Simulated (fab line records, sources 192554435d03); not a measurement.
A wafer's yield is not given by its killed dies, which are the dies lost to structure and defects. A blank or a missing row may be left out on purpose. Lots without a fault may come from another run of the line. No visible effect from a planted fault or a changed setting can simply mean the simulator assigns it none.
fab line records + flow n5Finfet
[record]
- lots = 4
- wafers = 12
- lastDay = 19
route steps=1938 shown HKMG_FIN@401 BEOL_M4@1111 PASSIVATION@1936
lots that met no fault: taken from a fault-free run of the same line
startH: hours from the record's first day to the start of the lot's first wafer shown + waitH: how many hours have passed since the lot's step before this one + " identical to the entry in the row above + L1.1+2: a row that stands for several wafers + - no value, or no start was given + * or withheld: withheld + < > ~ a bound
route shown NAME@n: NAME is a module with steps in the file, n the number in the route of the first one + usual: mean and standard deviation over wafers with no fault + same: alike in all rows + chamber/n: place in a boat + sites: readings site by site + _std_site: standard deviation across them + _edge_site: the outer-site mean with the inner-site mean subtracted + radiusMm: for every site, how far away it sits from the centre of the wafer + mask NAME#n: copy n + behind: tool/chamber where the wafer was last shaped + hold: why the lot was held/for how many hours/how that ended + device: the transistor (n, p or np) that didn't switch + end of line: the same wafers' tests at the end of the route + where a step has no rows: the recipe by itself + killed: dies that structure and defects cost at the first sort, which is not the same as the wafer's yield + map: the dies of a wafer, with x for killed, . for not killed, _ for no die there
set.NAME: the run value of the setting; set.NAME@STEP: its run value at that earlier step + model.NAME: the simulator's own value behind a step, which no gauge read
certain route steps with their lots: each step a table, each wafer a row
services: from which hour (startH, from the record's first day; less than 0 if before it) a tool's chamber was out of use, for how many hours, and why
[[steps]]
[step N5_HKMG_FIN_DESCUM_53]
[recipe]
- chemistry = O2
- timeS = 7.9
- sourcePowerW = 50
- biasPowerW = 20
- pressureMtorr = 20
- rfFrequencyHz = 2.712e+07
- tempC = 40
- resist = CAR-ArF
- o2FlowSccm = 225
[step N5_HKMG_FIN_ETCH_54]
[recipe]
- chemistry = CF4
- target = SiARC
- targetDepthA = 455
- maskMaterial = CAR-ArF
- timeS = 75.8
- ionEnergyEv = 80
- pressureMtorr = 40
- sourceW = 545
- biasW = 36
- Ar_flow_sccm = 100
- cf4FlowSccm = 100
- ends = cleared
[step N5_HKMG_FIN_ETCH_55]
[recipe]
- chemistry = N2/H2
- target = SOC
- targetDepthA = 2400
- tempC = 40
- timeS = 300
- ionEnergyEv = 200
- maskMaterial = SiARC
- pressureMtorr = 30
- sourceW = 840
- biasW = 150
- n2FlowSccm = 200
- h2FlowSccm = 200
[step N5_HKMG_FIN_STRIP_56]
[recipe]
- chemistry = N2/H2
- tempC = 40
- n2FlowSccm = 200
- h2FlowSccm = 200
- rfFrequencyHz = 6e+07
[step N5_HKMG_FIN_STRIP_57]
[recipe]
- chemistry = CF4
- resist = SiARC
- powerW = 300
- biasPowerW = 75
- pressureMtorr = 50
- cf4FlowSccm = 150
- rfFrequencyHz = 6e+07
[step N5_HKMG_FIN_ETCH_58]
[recipe]
- chemistry = N2/H2
- target = SOC
- targetDepthA = 2158
- ionEnergyEv = 50
- biasW = 13
- timeS = 741
- pressureMtorr = 30
- sourceW = 875
- n2FlowSccm = 200
- h2FlowSccm = 200
[step N5_HKMG_FIN_STRIP_93]
[recipe]
- chemistry = N2/H2
- material = SOC
- timeS = 20
- powerW = 500
- tempC = 40
- pressureMtorr = 50
- rfFrequencyHz = 6e+07
- biasPowerW = 8
- h2Frac = 0.5
- n2FlowSccm = 300
- h2FlowSccm = 300
[step N5_HKMG_FIN_WET_ETCH_76]
[recipe]
- chemistry = dNH4OH
- mix = 1:50
- tempC = 25
- target = Al2O3
- stopOn = La2O3
- targetDepthNm = 2.25
- dry = ipaMarangoni
- rinseTimeS = 30
- rinseTempC = 23
[step N5_HKMG_FIN_STRIP_60]
[recipe]
- chemistry = N2/H2
- powerW = 2500
- tempC = 300
- h2Frac = 0.65
- timeS = 360
- pressureMtorr = withheld
- n2FlowSccm = 1750
- h2FlowSccm = 3250
[step N5_HKMG_FIN_WET_ETCH_77]
[recipe]
- chemistry = dHCl
- mix = 1:10000
- tempC = 25
- target = La2O3
- stopOn = HfO2
- targetDepthNm = 2
[usual]
- bathHeatDutyPct = 6.3/0.86
- tempC = 24.99/0.1
| lot.wafer | tool        | chamber | startH | waitH | bathHeatDutyPct | tempC |
|-----------|-------------|---------|--------|-------|-----------------|-------|
| L608.1    | wetBench-02 | 2       | 107.99 | 0.3   | -               | -     |
| L608.5    | "           | 6       | "      | "     | -               | -     |
| L608.6    | "           | 4       | "      | "     | -               | -     |
| L609.1    | wetBench-06 | 1       | 116.75 | 0.3   | -               | -     |
| L609.4    | "           | 2       | "      | "     | -               | -     |
| L609.6    | "           | 4       | "      | "     | -               | -     |
| L618.1    | wetBench-05 | 4       | 160.69 | 0.3   | 5.9             | 24.94 |
| L618.3    | "           | 1       | "      | "     | 5.2             | 25.01 |
| L618.5    | "           | 0       | "      | "     | 6.6             | 25.00 |
| L619.1    | wetBench-06 | 7       | 166.98 | 0.3   | 4.8             | 25.08 |
| L619.3    | "           | 0       | "      | "     | 6.7             | 24.96 |
| L619.6    | "           | 6       | "      | "     | 7.7             | 25.01 |
[step N5_HKMG_FIN_WET_ETCH_78]
[recipe]
- chemistry = dNH4OH
- mix = 1:50
- tempC = 25
- target = Al2O3
- stopOn = La2O3
- targetDepthNm = 4.5
- dry = ipaMarangoni
- rinseTimeS = 30
- rinseTempC = 23
[step N5_HKMG_FIN_ALD_79]
[recipe]
- material = TiN
- targetThkA = 15
- tempC = 400
- aldPrecursorFamily = TiCl4
- aldCoReactant = NH3
- pulseTimeS = 1
- purgeTimeS = 3
- coReactantPurgeTimeS = 2
- coReactantPulseTimeS = 2
- aldCycles = 68
- pressureTorr = 3
[step N5_HKMG_FIN_CVD_62]
[recipe]
- material = a-Si
- targetThkA = 30
- tempC = 500
- precursor = Si2H6
- pressureTorr = 1
- timeS = 20.8
[step N5_HKMG_FIN_RTA_80]
[recipe]
- tempC = withheld
- timeS = 2
- ambient = N2
- idleTempC = 600
- rampUpCPerS = 150
- rampDownCPerS = 60
- coolToC = 600
[step N5_HKMG_FIN_PRECLEAN_64]
[recipe]
- chemistry = dHF
- timeS = 30
- tempC = 25
- dilution = withheld
[step N5_HKMG_FIN_WET_ETCH_65]
[recipe]
- chemistry = TMAH
- tempC = 70
- concWtPct = 5
- target = a-Si
- stopOn = TiN
- timeS = 49
- targetDepthNm = 3
[step N5_HKMG_FIN_WET_ETCH_81]
[recipe]
- chemistry = SC1
- target = TiN
- stopOn = HfO2
- mix = 1:1:5
- tempC = 60
- timeS = 57
- targetDepthNm = 6
[step N5_HKMG_FIN_WET_ETCH_82]
[recipe]
- chemistry = dHCl
- mix = 1:10000
- tempC = 25
- target = La2O3
- stopOn = HfO2
- targetDepthNm = 2
- dry = ipaMarangoni
- rinseTimeS = 30
- rinseTempC = 23
[step N5_HKMG_FIN_ALD_36]
[recipe]
- material = TiN
- targetThkA = 10
- tempC = 400
- aldPrecursorFamily = TiCl4
- aldCoReactant = NH3
- pulseTimeS = 1
- purgeTimeS = 3
- coReactantPurgeTimeS = 2
- coReactantPulseTimeS = 2
- aldCycles = 47
- pressureTorr = 3
[step N5_HKMG_FIN_PWFM_ALD_03]
[recipe]
- material = TiN
- targetThkA = 20
- tempC = 400
- aldPrecursorFamily = TiCl4
- aldCoReactant = NH3
- pulseTimeS = 1
- purgeTimeS = 3
- coReactantPurgeTimeS = 2
- coReactantPulseTimeS = 2
- aldCycles = 91
- pressureTorr = 3
[step N5_HKMG_FIN_COAT_29]
[recipe]
- resist = SOC
- tempC = 250
- timeS = 60
- spinRpm = 1500
- resistThkNm = 300
[step N5_HKMG_FIN_COAT_30]
[recipe]
- resist = SiARC
- tempC = 220
- timeS = 60
- spinRpm = 1500
- resistThkNm = 35
[step N5_HKMG_FIN_COAT_06]
[recipe]
- resist = CAR-ArF
- spinRpm = 1500
- resistThkNm = 90
[step N5_HKMG_FIN_EBR_08]
[recipe]
- solvent = PGMEA
- ebrWidthMm = 1.5
[step N5_HKMG_FIN_SOFTBAKE_07]
[recipe]
- tempC = 110
- timeS = 60
- resist = CAR-ArF
[step N5_HKMG_FIN_EXPOSE_09]
[recipe]
- maskId = NWFM
- na = 1.35
- sourceShape = conventional
- sigmaOuter = 0.8
- polarization = unpolarized
- doseMj = 39.25
[step N5_HKMG_FIN_PEB_10]
[recipe]
- pebTempC = withheld
- pebTimeS = 60
- resist = CAR-ArF
[step N5_HKMG_FIN_DEVELOP_11]
[recipe]
- developTimeS = 30
- developer = TMAH
- resist = CAR-ArF
- devTempC = 23
- rinseLiquid = diw
- dry = airSpin
[step N5_HKMG_FIN_DESCUM_17]
[recipe]
- chemistry = O2
- timeS = 7.9
- sourcePowerW = 50
- biasPowerW = 20
- pressureMtorr = 20
- rfFrequencyHz = 2.712e+07
- tempC = 40
- resist = CAR-ArF
- o2FlowSccm = 225
[step N5_HKMG_FIN_ETCH_31]
[recipe]
- chemistry = CF4
- target = SiARC
- targetDepthA = 455
- maskMaterial = CAR-ArF
- timeS = 75.8
- ionEnergyEv = 80
- pressureMtorr = 40
- sourceW = 545
- biasW = 36
- Ar_flow_sccm = 100
- cf4FlowSccm = 100
- ends = cleared
[step N5_HKMG_FIN_ETCH_32]
[recipe]
- chemistry = N2/H2
- target = SOC
- targetDepthA = 2400
- tempC = 40
- timeS = 300
- ionEnergyEv = 200
- maskMaterial = SiARC
- pressureMtorr = 30
- sourceW = 840
- biasW = 150
- n2FlowSccm = 200
- h2FlowSccm = 200
[step N5_HKMG_FIN_STRIP_33]
[recipe]
- chemistry = N2/H2
- tempC = 40
- n2FlowSccm = 200
- h2FlowSccm = 200
- rfFrequencyHz = 6e+07
[step N5_HKMG_FIN_STRIP_34]
[recipe]
- chemistry = CF4
- resist = SiARC
- powerW = 300
- biasPowerW = 75
- pressureMtorr = 50
- cf4FlowSccm = 150
- rfFrequencyHz = 6e+07
[step N5_HKMG_FIN_ETCH_35]
[recipe]
- chemistry = N2/H2
- target = SOC
- targetDepthA = 2158
- ionEnergyEv = 65
- biasW = 5
- sourceW = 3000
- timeS = 243.4
- pressureMtorr = 30
- n2FlowSccm = 200
- h2FlowSccm = 200
[step N5_HKMG_FIN_STRIP_92]
[recipe]
- chemistry = N2/H2
- material = SOC
- timeS = 20
- powerW = 500
- tempC = 40
- pressureMtorr = 50
- rfFrequencyHz = 6e+07
- biasPowerW = 8
- h2Frac = 0.5
- n2FlowSccm = 300
- h2FlowSccm = 300
[step N5_BEOL_M4_RC_MEAS_101]
[usual]
- DIBL_N = 37.1/2.6
- DIBL_P = 38/3
- IOFF_N = 0.18/0.052
- IOFF_N_85C = 3.5/0.83
- IOFF_N_LIN = 0.082/0.018
- IOFF_N_LONG = 5.58e-05/2.4e-06
- IOFF_P = 0.25/0.06
- ION_N = 678/15
- ION_P = 467/8.6
- SS_N = 71.7/0.73
- SS_P = 73.7/0.89
- VT_N = 249/4.3
- VT_N_LONG = 274.5/2
- VT_P = -248/3.8
- VT_P_LVT = -97/3.3
| lot.wafer | tool      | chamber | startH | waitH | DIBL_N[mV/V] | DIBL_P[mV/V] | IOFF_N[nA/um] | IOFF_N_85C[nA/um] | IOFF_N_LIN[nA/um] | IOFF_N_LONG[nA/um] | IOFF_P[nA/um] | ION_N[uA/um] | ION_P[uA/um] | SS_N[mV/dec] | SS_P[mV/dec] | VT_N[mV] | VT_N_LONG[mV] | VT_P[mV] | VT_P_LVT[mV] |
|-----------|-----------|---------|--------|-------|--------------|--------------|---------------|-------------------|-------------------|--------------------|---------------|--------------|--------------|--------------|--------------|----------|---------------|----------|--------------|
| L609.1    | prober-01 | 0       | 265.52 | 0.0   | 38.1         | 38           | 38.82         | 309.9             | 17.816            | 0.010885           | 0.26          | 980          | 476          | 71.7         | 73.7         | 96       | 122.1         | -244     | -246         |
| L609.4    | "         | 0       | "      | "     | 38.2         | 39           | 40.98         | 322.4             | 18.573            | 0.011042           | 0.29          | 974          | 483          | 71.9         | 73.8         | 93       | 121.6         | -241     | -246         |
| L609.6    | "         | 0       | "      | "     | 37.8         | 39           | 41.07         | 324.7             | 18.535            | 0.010932           | 0.29          | 999          | 486          | 71.2         | 73.8         | 94       | 123.0         | -244     | -245         |
| L608.1    | prober-02 | 0       | 272.96 | 0.0   | 36.6         | 38           | 35.52         | 291.4             | 16.344            | 0.0098904          | 0.27          | 957          | 466          | 71.8         | 73.7         | 99       | 125.4         | -247     | -246         |
| L608.5    | "         | 0       | "      | "     | 31.1         | 30           | 17.37         | 158.4             | 9.076             | 0.0097064          | 0.16          | 913          | 451          | 71.0         | 71.6         | 109      | 126.0         | -254     | -253         |
| L608.6    | "         | 0       | "      | "     | 35.8         | 35           | 29.68         | 248.4             | 13.855            | 0.009822           | 0.22          | 949          | 465          | 71.7         | 73.3         | 101      | 124.8         | -250     | -251         |
| L618.1    | prober-01 | 0       | 317.15 | 0.0   | 35.4         | 36           | 0.13          | 2.6               | 0.062             | 5.41e-05           | 0.21          | 662          | 464          | 71.3         | 73.9         | 255      | 275.5         | -251     | -99          |
| L618.3    | "         | 0       | "      | "     | 35.0         | 36           | 0.13          | 2.7               | 0.066             | 5.21e-05           | 0.22          | 669          | 464          | 70.7         | 73.9         | 254      | 275.8         | -249     | -98          |
| L618.5    | "         | 0       | "      | "     | 36.1         | 38           | 0.15          | 3.0               | 0.076             | 5.31e-05           | 0.25          | 682          | 473          | 71.1         | 74.1         | 250      | 278.4         | -247     | -96          |
| L619.1    | prober-01 | 0       | 342.43 | 0.0   | 41.6         | 44           | 0.31          | 5.4               | 0.126             | 5.78e-05           | 0.41          | 703          | 482          | 73.3         | 74.6         | 241      | 273.4         | -237     | -90          |
| L619.3    | "         | 0       | "      | "     | 40.9         | 43           | 0.27          | 4.8               | 0.114             | 5.79e-05           | 0.40          | 697          | 481          | 73.0         | 75.1         | 242      | 273.0         | -242     | -91          |
| L619.6    | "         | 0       | "      | "     | 41.4         | 44           | 0.28          | 5.0               | 0.116             | 5.77e-05           | 0.44          | 696          | 476          | 72.5         | 75.9         | 242      | 271.0         | -240     | -90          |
[step N5_PASSIVATION_PROBE_49]
[usual]
- defectLimitedYield = 91.4/1.4
- killed_at_M0_to_M3 = 34/9.1
- killed_at_M4_up = 14/5.2
- killedAtContacts = 12/6.4
- killedAtFrontEnd = 38/11
- killedAtOther = 3.7/2.8
- killedDies = 102/17
- killedOpen = 68/13
- killedShort = 32/7.8
- sort_bin_4_leakage = 0.05/0.3
- sort_bin_5_function = 5.1/1
- sort_bin_6_memory = 3.2/0.66
- sort_bin_8_speed = 0.1/0.92
- sortNPass = 1076/19
- sortYieldPct = 91.2/1.6
[same]
- grossDies = 1180
- killedAtBackSide = 0
| lot.wafer | tool      | chamber | startH | waitH | defectLimitedYield[%] | killed_at_M0_to_M3 | killed_at_M4_up | killedAtContacts | killedAtFrontEnd | killedAtOther | killedDies | killedOpen | killedShort | sort_bin_4_leakage[%] | sort_bin_5_function[%] | sort_bin_6_memory[%] | sort_bin_8_speed[%] | sortNPass | sortYieldPct[%] |
|-----------|-----------|---------|--------|-------|-----------------------|--------------------|-----------------|------------------|------------------|---------------|------------|------------|-------------|-----------------------|------------------------|----------------------|---------------------|-----------|-----------------|
| L609.1    | prober-02 | -       | 363.42 | 0.0   | 92.2                  | 27                 | 10              | 11               | 42               | 2             | 92         | 60         | 27          | 92.20                 | 4.4                    | 3.1                  | 0                   | 0         | 0               |
| L609.4    | prober-02 | -       | 363.57 | 0.2   | 92.4                  | 44                 | 6               | 8                | 28               | 4             | 90         | 59         | 25          | 92.37                 | 4.5                    | 2.9                  | 0.1                 | 0         | 0               |
| L609.6    | prober-02 | -       | 363.67 | 0.3   | 93.1                  | 25                 | 11              | 14               | 31               | 1             | 82         | 64         | 17          | 93.05                 | 3.6                    | 3.3                  | 0                   | 0         | 0               |
| L608.1    | prober-01 | -       | 387.55 | 0.0   | 91.6                  | 46                 | 17              | 3                | 32               | 1             | 99         | 66         | 25          | 91.61                 | 4.2                    | 3.9                  | 0                   | 0         | 0               |
| L608.5    | prober-01 | -       | 387.75 | 0.2   | 91.7                  | 29                 | 13              | 6                | 47               | 3             | 98         | 60         | 35          | 91.69                 | 5.4                    | 2.5                  | 0                   | 0         | 0               |
| L608.6    | prober-01 | -       | 387.80 | 0.3   | 92.3                  | 33                 | 9               | 4                | 42               | 3             | 91         | 51         | 40          | 92.29                 | 5.1                    | 2.5                  | 0                   | 0         | 0               |
| L618.1    | prober-02 | -       | 422.42 | 0.0   | 92.9                  | 20                 | 14              | 14               | 32               | 4             | 84         | 44         | 36          | 0                     | 3.8                    | 2.9                  | 0                   | 1096      | 92.9            |
| L618.3    | prober-02 | -       | 422.52 | 0.1   | 88.5                  | 46                 | 24              | 29               | 34               | 3             | 136        | 104        | 30          | 0                     | 6.7                    | 4.5                  | 0                   | 1044      | 88.5            |
| L618.5    | prober-02 | -       | 422.62 | 0.2   | 87.0                  | 43                 | 20              | 12               | 71               | 7             | 153        | 112        | 40          | 0                     | 8.1                    | 4.6                  | 0                   | 1027      | 87.0            |
| L619.1    | prober-01 | -       | 449.12 | 0.0   | 91.4                  | 36                 | 22              | 15               | 26               | 3             | 102        | 54         | 47          | 0.34                  | 5.0                    | 3.3                  | 0                   | 1074      | 91.0            |
| L619.3    | prober-01 | -       | 449.22 | 0.1   | 91.9                  | 23                 | 28              | 11               | 33               | 0             | 95         | 67         | 28          | 0.17                  | 4.7                    | 3.1                  | 0                   | 1083      | 91.8            |
| L619.6    | prober-01 | -       | 449.37 | 0.3   | 90.6                  | 50                 | 17              | 16               | 27               | 1             | 111        | 68         | 42          | 0.85                  | 5.3                    | 3.8                  | 0                   | 1059      | 89.7            |
// killed by level:class
L609.1 DUMMY_GATE:geometricParticle:open=16 MOL_CONTACT_COAG:geometricParticle:open=10 BEOL_M0_SAQP:geometricParticle:short=9 BEOL_M4:geometricParticle:open=8 FIN_SAQP:geometricParticle:short=6 BEOL_M3:geometricParticle:open=6 STI_FIN_REVEAL:geometricParticle:open=4 BEOL_M2:geometricParticle:open=4
L609.4 BEOL_M2:geometricParticle:open=11 BEOL_M1:geometricParticle:open=9 MOL_CONTACT_COAG:geometricParticle:open=8 BEOL_M0:geometricParticle:open=8 FIN_SAQP:geometricParticle:short=7 BEOL_M0_SAQP:geometricParticle:short=7 FIN_SAQP:geometricParticle:open=4 STI_FIN_REVEAL:geometricParticle:open=4
L609.6 MOL_CONTACT_COAG:geometricParticle:open=12 BEOL_M3:geometricParticle:open=8 STI_FIN_REVEAL:geometricParticle:open=6 DUMMY_GATE:geometricParticle:open=6 BEOL_M0:geometricParticle:open=5 BEOL_M4:geometricParticle:open=5 FIN_SAQP:geometricParticle:short=3 GATE_CUT:geometricParticle:short=3
L608.1 BEOL_M1:geometricParticle:open=14 STI_FIN_REVEAL:geometricParticle:open=11 BEOL_M3:geometricParticle:open=9 BEOL_M2:geometricParticle:open=7 BEOL_M4:geometricParticle:open=7 FIN_SAQP:geometricParticle:short=4 DUMMY_GATE:geometricParticle:open=4 BEOL_M2:geometricParticle:short=3
L608.5 STI_FIN_REVEAL:geometricParticle:open=14 FIN_SAQP:geometricParticle:short=12 BEOL_M2:geometricParticle:open=12 GATE_CUT:geometricParticle:short=5 BEOL_M0_SAQP:geometricParticle:short=5 BEOL_M1:geometricParticle:open=5 MOL_CONTACT_COAG:geometricParticle:open=4 BEOL_M3:geometricParticle:open=4
L608.6 FIN_SAQP:geometricParticle:open=10 FIN_SAQP:geometricParticle:short=8 STI_FIN_REVEAL:geometricParticle:open=8 GATE_CUT:geometricParticle:open=6 BEOL_M2:geometricParticle:open=6 BEOL_M4:geometricParticle:open=6 BEOL_M3:geometricParticle:short=5 BEOL_M1:geometricParticle:open=4
L618.1 STI_FIN_REVEAL:geometricParticle:open=10 MOL_CONTACT_COAG:geometricParticle:open=10 BEOL_M0_SAQP:geometricParticle:short=5 BEOL_M1:geometricParticle:open=5 STI_FIN_REVEAL:geometricParticle:short=4 MOL_CONTACT_COAG:geometricParticle:short=4 BEOL_M13:coatMicrobubblePrinted=4 FIN_SAQP:geometricParticle:open=3
L618.3 MOL_CONTACT_COAG:geometricParticle:open=23 BEOL_M4:geometricParticle:open=17 STI_FIN_REVEAL:geometricParticle:open=14 BEOL_M0_SAQP:geometricParticle:open=13 BEOL_M1:geometricParticle:open=9 BEOL_M2:geometricParticle:open=8 DUMMY_GATE:geometricParticle:open=6 MOL_CONTACT_COAG:geometricParticle:short=6
L618.5 STI_FIN_REVEAL:geometricParticle:open=42 FIN_SAQP:geometricParticle:open=11 BEOL_M0_SAQP:geometricParticle:short=11 BEOL_M2:geometricParticle:open=11 BEOL_M0_SAQP:geometricParticle:open=10 BEOL_M4:geometricParticle:open=9 MOL_CONTACT_COAG:geometricParticle:short=7 MOL_CONTACT_COAG:geometricParticle:open=5
L619.1 BEOL_M0_SAQP:geometricParticle:short=10 MOL_CONTACT_COAG:geometricParticle:open=9 BEOL_M0_SAQP:geometricParticle:open=7 MOL_CONTACT_COAG:geometricParticle:short=6 FIN_SAQP:geometricParticle:short=5 BEOL_M4:geometricParticle:short=5 BEOL_M4:geometricParticle:open=5 ILD0:geometricParticle:short=4
L619.3 BEOL_M4:geometricParticle:open=12 STI_FIN_REVEAL:geometricParticle:open=11 BEOL_M0_SAQP:geometricParticle:open=6 MOL_CONTACT_COAG:geometricParticle:short=6 BEOL_M5:geometricParticle:open=6 MOL_CONTACT_COAG:geometricParticle:open=5 BEOL_M6:geometricParticle:open=5 GATE_CUT:geometricParticle:short=4
L619.6 BEOL_M0_SAQP:geometricParticle:short=18 BEOL_M0_SAQP:geometricParticle:open=17 MOL_CONTACT_COAG:geometricParticle:open=13 BEOL_M2:geometricParticle:open=8 BEOL_M4:geometricParticle:open=8 GATE_CUT:geometricParticle:short=6 STI_FIN_REVEAL:geometricParticle:open=4 STARTING-WAFER:geometricParticle:short=4
// map L608.1 (x killed, . not)
_________________............________________
______________...........x......_____________
___________.x....x..x..............__________
__________.....x...x..............x._________
________...............x...x..x.....x._______
_______..x.......x.xx...........x.x...x______
______......................x..........._____
_____....x..x..x.....x.............x.....____
____.............................xx.......___
___........x......................x........__
___..............x.....................x...__
__x.......x..x............x...x............._
__.......x....x...........x.x.........x....x_
_...........x......................x....x...x
_x...................xx............x.........
_........x..........x....x.x....x............
_............................................
_....xx................x..........x..........
_.............x......x.......................
_........x..xx......x...x.....x..............
_..................x.........................
__...................x......................_
__..................x........x......x......._
___.x.....x...........x.x....x.............__
___..x..........xx............x.........x.x__
____.....................x.....x..x.......___
_____.............................x.x....____
______.................x..x...x........._____
_______...........x....x...............______
________.x.......x...................._______
__________...............x..x......._________
___________....................x...__________
______________...........x......_____________
_________________.....x......________________
// map L609.1 (x killed, . not)
_________________.....x..x...________________
______________...x.............._____________
___________.......................x__________
__________.........................._________
________.....x..............x........._______
_______......x.........................______
______......x.......x..................._____
_____....................................____
____x...x..x.................x...........x___
___........................................__
___..................xx...x........x.......__
__..............x......xx................x.._
__..................x.x....................._
_..................xx.......x.....x...x......
_...........x.........x......................
_..............x.................x...........
_..............x.....x........x..............
_........xx....x...........x.............xx..
_........x...............x.......x.....x.....
_.x....x....x......x...xx....................
_....x.........x...............x.............
__.......x..x......x......x................._
__........x...................x........x...._
___.....x.x.............x..................__
___.....................x....x...........x.__
____......x.........x.......x.............___
_____.x..............x........xx........x____
______.....x..........x.....x.........x._____
_______.x.....................xx.......______
________...x.......................x.x_______
__________.................x.x......_________
___________........x...............__________
______________xx....x..........._____________
_________________............________________
[[services]]
| tool        | chamber | startH | hours | kind   |
|-------------|---------|--------|-------|--------|
| wetBench-06 | -       | 141.04 | 3.0   | repair |
[[key]]
[firstSign]
- step = N5_HKMG_FIN_WET_ETCH_77
- reading = toolRecord
- direction = missing
[effect]
- step = N5_BEOL_M4_RC_MEAS_101
- reading = IOFF_N_LONG
- direction = up
- sigmas = 99+
- usual = 5.58e-05
- struck = 0.01038
[effect]
- step = N5_BEOL_M4_RC_MEAS_101
- reading = IOFF_N_LIN
- direction = up
- sigmas = 99+
- usual = 0.082
- struck = 15.700
[effect]
- step = N5_BEOL_M4_RC_MEAS_101
- reading = IOFF_N
- direction = up
- sigmas = 99+
- usual = 0.18
- struck = 33.91
[effect]
- step = N5_BEOL_M4_RC_MEAS_101
- reading = IOFF_N_85C
- direction = up
- sigmas = 99+
- usual = 3.5
- struck = 275.9
[effect]
- step = N5_BEOL_M4_RC_MEAS_101
- reading = VT_N_LONG
- direction = down
- sigmas = 75
- usual = 274.5
- struck = 123.8
[effect]
- step = N5_BEOL_M4_RC_MEAS_101
- reading = VT_P_LVT
- direction = down
- sigmas = 46
- usual = -97
- struck = -248
[effect]
- step = N5_BEOL_M4_RC_MEAS_101
- reading = VT_N
- direction = down
- sigmas = 35
- usual = 249
- struck = 99
[effect]
- step = N5_BEOL_M4_RC_MEAS_101
- reading = ION_N
- direction = up
- sigmas = 18
- usual = 678
- struck = 962
[effect]
- step = N5_PASSIVATION_PROBE_49
- reading = sort_bin_4_leakage
- direction = up
- sigmas = 99+
- usual = 0.05
- struck = 92.20
metAt N5_HKMG_FIN_WET_ETCH_77
struckWafers L608.1,L608.5,L608.6,L609.1,L609.4,L609.6
[fault]
- kind = skippedStepWhole
- tool = wetBench-02,wetBench-06
- chamber = -
- onsetH = 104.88
- steps = N5_HKMG_FIN_WET_ETCH_77
- scope = struckLotsOnly
